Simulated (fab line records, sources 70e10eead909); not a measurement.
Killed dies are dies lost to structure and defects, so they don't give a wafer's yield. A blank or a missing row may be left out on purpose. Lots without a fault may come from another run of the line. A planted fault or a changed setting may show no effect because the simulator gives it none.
fab line records | flow nand_harc
record lots=13 wafers=38 last_day=33
route steps=1302 shown A_SOURCE_PLATE@416 A_ONON_D1@430
lots that met no fault: from a run of the same line without faults
start_h: hours from the record's first day to the start of the lot's first wafer shown | wait_h: hours since the lot's step before | " the same as in the row above | L1.1+2: a row that stands for several wafers | - no value, or no start given | * or withheld: withheld | < > ~ a bound
route shown NAME@n: a module of which the file shows steps, and the number in the route of the first | usual: mean/standard deviation of fault-free wafers | same: alike in all rows | chamber/n: place in a boat | sites: the reading at each site | _std_site: their standard deviation | _edge_site: outer sites' mean less inner sites' | radius_mm: how far each site lies from the wafer's centre | mask NAME#n: copy n | behind: the tool/chamber that last shaped the wafer | hold: why the lot was held/for how many hours/how that ended | device: the transistor (n, p or np) that didn't switch | end of line: the same wafers' tests at the end of the route | a step without rows: its recipe alone | killed: dies lost to structure and defects at the first sort, not the wafer's yield | map: a wafer's dies, x killed, . not, _ none there
set.NAME: the setting as run; set.NAME@STEP: as run at that earlier step | model.NAME: the simulator's own value behind a step, which no gauge read
steps of the route over a sample of lots; a table a step, a row a wafer
services: from which hour (start_h, from the record's first day; less than 0 if before it) a tool's chamber was out of use, for how many hours, and why
## steps
# step NHARC_A_SOURCE_PLATE_THK_MEAS_09
# recipe thk_meas_gauge=ellipsometry
# usual thk_nm=9.8/1.2
# columns lot.wafer tool chamber start_h wait_h thk_nm
L953.3 film_metro-02 - 146.02 0.4 11.3
L953.5 " - " " 8.7
L953.6 " - " " 8.7
L954.1 film_metro-01 - 158.28 0.4 11.4
L954.2 " - " " 10.5
L954.5 " - " " 9.3
L955.1 film_metro-02 - 170.71 0.4 10.7
L955.3 " - " " 11.6
L955.6 " - " " 9.4
L956.1 film_metro-02 - 183.80 0.4 8.7
L956.5 " - " " 12.3
L956.6 " - " " 11.5
L957.2 film_metro-01 - 183.81 0.4 8.7
L957.4 " - " " 10.8
L957.5 " - " " 10.6
L958.2 film_metro-02 - 193.45 0.4 10.1
L958.3 " - " " 10.3
L958.5 " - " " 9.0
L959.4 film_metro-01 - 209.69 0.4 8.3
L959.5 " - " " 8.3
L959.6 " - " " 9.9
L961.4 film_metro-01 - 226.18 0.4 10.2
L961.5 " - " " 10.3
L961.6 " - " " 7.1
L963.2 film_metro-01 - 245.31 0.4 10.3
L963.3 " - " " 10.0
L963.6 " - " " 11.6
L962.3 film_metro-02 - 245.31 0.4 9.8
L962.5 " - " " 10.1
L962.6 " - " " 10.7
L965.1 film_metro-01 - 266.64 0.4 7.8
L965.2 " - " " 10.5
L965.6 " - " " 9.1
L971.2 film_metro-02 - 324.91 0.4 10.5
L971.5 " - " " 9.3
L976.2 film_metro-01 - 379.43 0.4 7.8
L976.3 " - " " 12.2
L976.6 " - " " 10.6
# step NHARC_A_SOURCE_PLATE_INSPECT_08
# usual raw_defect_count=56/26
# columns lot.wafer tool chamber start_h wait_h raw_defect_count
L953.3 defect_inspect-01 - 158.80 0.0 71
L953.5 " - " " 59
L953.6 " - " " 46
L954.1 defect_inspect-02 - 173.92 0.0 71
L954.2 " - " " 52
L954.5 " - " " 46
L955.1 defect_inspect-02 - 187.38 0.0 86
L955.3 " - " " 16
L955.6 " - " " 55
L957.2 defect_inspect-02 - 196.76 0.0 41
L957.4 " - " " 33
L957.5 " - " " 29
L956.1 defect_inspect-01 - 196.76 0.0 38
L956.5 " - " " 60
L956.6 " - " " 47
L958.2 defect_inspect-01 - 206.11 0.0 46
L958.3 " - " " 27
L958.5 " - " " 45
L959.4 defect_inspect-01 - 222.61 0.0 41
L959.5 " - " " 41
L959.6 " - " " 69
L961.4 defect_inspect-02 - 239.27 0.0 54
L961.5 " - " " 64
L961.6 " - " " 77
L963.2 defect_inspect-01 - 260.71 0.0 45
L963.3 " - " " 66
L963.6 " - " " 29
L962.3 defect_inspect-02 - 260.71 0.0 43
L962.5 " - " " 54
L962.6 " - " " 70
L965.1 defect_inspect-02 - 279.60 0.0 42
L965.2 " - " " 66
L965.6 " - " " 70
L971.2 defect_inspect-01 - 337.50 0.0 37
L971.5 " - " " 32
L976.2 defect_inspect-01 - 392.33 0.0 32
L976.3 " - " " 59
L976.6 " - " " 36
# step NHARC_A_ONON_D1_DEP_09
# recipe target_thk_a=10000 n2_flow_sccm=2750 n2o_flow_sccm=2000 nh3_flow_sccm=500 sih4_flow_sccm=210 temp_c=400
# columns lot.wafer tool chamber start_h wait_h
L953.3+5+6 pecvd_onon-03 0 160.69 0.2
L954.1+2+5 pecvd_onon-03 0 175.69 0.1
L955.1+3+6 pecvd_onon-03 0 189.14 0.1
L957.2+4+5 pecvd_onon-02 0 198.59 0.1
L956.1+5+6 pecvd_onon-03 0 198.88 0.1
L958.2+3+5 pecvd_onon-03 0 207.93 0.1
L959.4+5+6 pecvd_onon-03 0 224.54 0.2
L961.4+5+6 pecvd_onon-03 0 241.21 0.2
L963.2+3+6 pecvd_onon-04 0 262.54 0.1
L962.3+5+6 pecvd_onon-02 0 262.59 0.2
L965.1+2+6 pecvd_onon-02 0 281.38 0.1
L971.2+5 pecvd_onon-03 0 339.32 0.1
L976.2+3+6 pecvd_onon-02 0 394.16 0.1
# step NHARC_A_ONON_D1_THK_MEAS_11
# recipe thk_meas_gauge=ellipsometry
# usual thk_nm=1004/10
# columns lot.wafer tool chamber start_h wait_h thk_nm
L953.3 film_metro-02 - 161.11 - 1012
L953.5 " - " " 1011
L953.6 " - " " 1012
L954.1 film_metro-01 - 176.23 - 1011
L954.2 " - " " 1010
L954.5 " - " " 1011
L955.1 film_metro-01 - 189.65 - 979
L955.3 " - " " 982
L955.6 " - " " 980
L957.2 film_metro-02 - 199.05 - 1010
L957.4 " - " " 1009
L957.5 " - " " 1010
L956.1 film_metro-02 - 199.39 - 999
L956.5 " - " " 999
L956.6 " - " " 998
L958.2 film_metro-02 - 208.38 - 1007
L958.3 " - " " 1007
L958.5 " - " " 1008
L959.4 film_metro-02 - 224.88 - 1000
L959.5 " - " " 1002
L959.6 " - " " 1000
L961.4 film_metro-01 - 241.55 - 1021
L961.5 " - " " 1021
L961.6 " - " " 1023
L962.3 film_metro-02 - 262.99 - 1004
L962.5 " - " " 1003
L962.6 " - " " 1002
L963.2 film_metro-01 - 263.00 - 1012
L963.3 " - " " 1013
L963.6 " - " " 1014
L965.1 film_metro-02 - 281.90 - 1017
L965.2 " - " " 1015
L965.6 " - " " 1015
L971.2 film_metro-02 - 339.77 - 1079
L971.5 " - " " 1011
L976.2 film_metro-02 - 394.61 - 996
L976.3 " - " " 995
L976.6 " - " " 993
## services
# columns tool chamber start_h hours kind
pecvd_onon-02 - 185.34 13.0 pm
pecvd_onon-03 - 227.00 13.0 pm
pecvd_onon-04 - 276.09 0.7 repair
pecvd_onon-04 - 311.24 13.0 pm
pecvd_onon-02 - 366.34 13.0 pm
## key
first_sign step=NHARC_A_ONON_D1_THK_MEAS_11 reading=thk_nm direction=up sigmas=7.2 usual=1004 struck=1079
effect none on later readings
met_at NHARC_A_ONON_D1_DEP_09
struck_lots L971
struck_wafers L971.2
later_rows_left_out L971.2
sort_left_out L971.2
tester_left_out L971
not_acting_at NHARC_A_SOURCE_PLATE_THK_MEAS_09,NHARC_A_SOURCE_PLATE_INSPECT_08
onset_between 241.21 339.32
fault kind=process_parameter_drift tool=pecvd_onon-03 chamber=- onset_h=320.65 steps=NHARC_A_ONON_D1_DEP_09 channel=target_thk_a offset=* shape=step end_h=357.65 scope=struck_wafers_only acts_in=* stated=*
# tester_left_out: of these lots the tester's yield and bins aren't shown, on N5 and GAA mostly nor the transistor test; their killed dies are dies lost to structure and defects alone, not to doping, threshold or leakage, so they don't give the yield
# sort_left_out: the simulated sort isn't trusted on such a fault, so these wafers' sort isn't shown, and their yield isn't known
# later_rows_left_out: the simulator's readings of these wafers behind a module that went badly wrong aren't trusted and aren't shown, but for the sort
